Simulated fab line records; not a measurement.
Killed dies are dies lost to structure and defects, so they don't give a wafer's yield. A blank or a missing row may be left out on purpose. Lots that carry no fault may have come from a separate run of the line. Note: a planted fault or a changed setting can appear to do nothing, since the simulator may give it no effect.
A lot that was struck, set against a sound lot | flow n5 finfet | 39 steps out of a route of 1938
Sound: wafers L658.1, L658.3, L658.6. Wafers L670.4, L670.5 were the ones struck. The cause is given at the end.
At each step with rows: each side's tool, then ch and its chambers, then its first start. Under that, the readings that differ: sound wafers | struck wafers | difference of the means | sigmas: that difference in standard deviations of wafers without a fault.
alike: readings whose means differ by less than 2 such deviations, and words and numbers that are the same on both sides. not compared: withheld readings, readings that some wafer has no value for, bounds like >300 that may hide the same value, and numbers for which the record gives no deviation and whose values overlap.
A row with sigmas, a row that says differs or no value, or rows on one side alone: a step with any of these is where the two part. Numbers that have no deviation but don't overlap get no sigmas and don't part them. A reading missing from all wafers of one side parts the sides only when that side holds two or more wafers.

first, 11 steps without rows for these wafers: N5_ZERO_LAYER_HMDS_04 (time 60 s); N5_ZERO_LAYER_COAT_05 (resist thk 1000 nm); N5_ZERO_LAYER_EBR_07; N5_ZERO_LAYER_SOFTBAKE_06 (time 90 s); N5_ZERO_LAYER_EXPOSE_08 (exposes mask ZERO, defocus 0 nm, target cd 2000 nm); N5_ZERO_LAYER_PEB_09; N5_ZERO_LAYER_DEVELOP_10 (develop time 60 s); N5_ZERO_LAYER_HARDBAKE_23 (time 120 s); N5_ZERO_LAYER_DESCUM_16 (chemistry O2, time 7.9 s); N5_ZERO_LAYER_ETCH_17 (etches SiO2 in CF4, target depth 12 nm, time 13.3 s); N5_ZERO_LAYER_ETCH_18 (etches Si in HBr/Cl2, target depth 120 nm, time 40 s).
N5_ZERO_LAYER_STRIP_24: strips in O2.
  sound on plasma asher-02 ch 0,1, day 2 18:53; struck on plasma asher-02 ch 1, day 5 19:03
  reading            | sound       | struck  | difference | sigmas
  heater power w (W) | 383 314 399 | 306 301 | -62        | -2
  alike: drypump motor current A, oes product au, strip time to endpoint s, temp c
  not compared: rf hours counter h
then, 1 step without rows for these wafers: N5_ZERO_LAYER_STRIP_19 (strips in SPM, time 900 s).
N5_ZERO_LAYER_INSPECT_20: inspects for defects (darkfield).
  sound on defect inspect-01, day 2 19:15; struck on defect inspect-02, day 5 19:24
  reading          | sound    | struck  | difference | sigmas
  raw defect count | 62 46 43 | 360 386 | +323       | +16
then, 8 steps without rows for these wafers: N5_WELL_APT_HMDS_01 (time 60 s); N5_WELL_APT_COAT_02 (resist thk 950 nm); N5_WELL_APT_EBR_04; N5_WELL_APT_SOFTBAKE_03 (time 60 s); N5_WELL_APT_EXPOSE_05 (exposes mask NWELL, defocus 0 nm, target cd 200 nm); N5_WELL_APT_PEB_06 (peb time 90 s); N5_WELL_APT_DEVELOP_07 (develop time 45 s); N5_WELL_APT_HARDBAKE_12 (time 120 s).
N5_WELL_APT_INSPECT_10: inspects for defects (macro).
  sound on defect inspect-01, day 2 19:37; struck on defect inspect-01, day 5 19:53
  reading          | sound | struck   | difference | sigmas
  raw defect count | 1 5 3 | >300 290 | differs    |
then, 12 steps without rows for these wafers: N5_WELL_APT_DESCUM_13 (chemistry O2, time 7.9 s); N5_WELL_APT_IMPLANT_14; N5_WELL_APT_IMPLANT_15; N5_WELL_APT_STRIP_16 (strips in SPM, time 900 s); N5_WELL_APT_HMDS_18 (time 60 s); N5_WELL_APT_COAT_19 (resist thk 950 nm); N5_WELL_APT_EBR_21; N5_WELL_APT_SOFTBAKE_20 (time 60 s); N5_WELL_APT_EXPOSE_22 (exposes mask PWELL, defocus 0 nm, target cd 200 nm); N5_WELL_APT_PEB_23 (peb time 90 s); N5_WELL_APT_DEVELOP_24 (develop time 45 s); N5_WELL_APT_HARDBAKE_29 (time 120 s).
N5_WELL_APT_INSPECT_27: inspects for defects (macro).
  sound on defect inspect-02, day 2 20:59; struck on defect inspect-01, day 5 21:05
  reading          | sound | struck   | difference | sigmas
  raw defect count | 3 2 4 | 299 >300 | differs    |
then, 1 step without rows for these wafers: N5_WELL_APT_DESCUM_30 (chemistry O2, time 7.9 s).
N5_WELL_APT_INSPECT_38: inspects for defects (darkfield).
  sound on defect inspect-02, day 2 22:40; struck on defect inspect-01, day 5 22:50
  reading          | sound   | struck  | difference | sigmas
  raw defect count | 12 7 10 | 315 296 | +296       | +59
-- here the record skips 11 days between the struck wafers' starts before and after, leaving off in module WELL_APT and picking up in module PASSIVATION (first step shown: number 1936 of the route) --
N5_PASSIVATION_PROBE_49:
  rows exist in the record for the struck wafers here (prober-01, day 16 23:26), but not for the sound ones

WHERE THEY PART
First at N5_ZERO_LAYER_STRIP_24; last, within this record, at N5_PASSIVATION_PROBE_49.

WHY: what had been put in by the simulator
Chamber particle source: plasma asher-02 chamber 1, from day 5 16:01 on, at N5_ZERO_LAYER_STRIP_24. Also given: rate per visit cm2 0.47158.
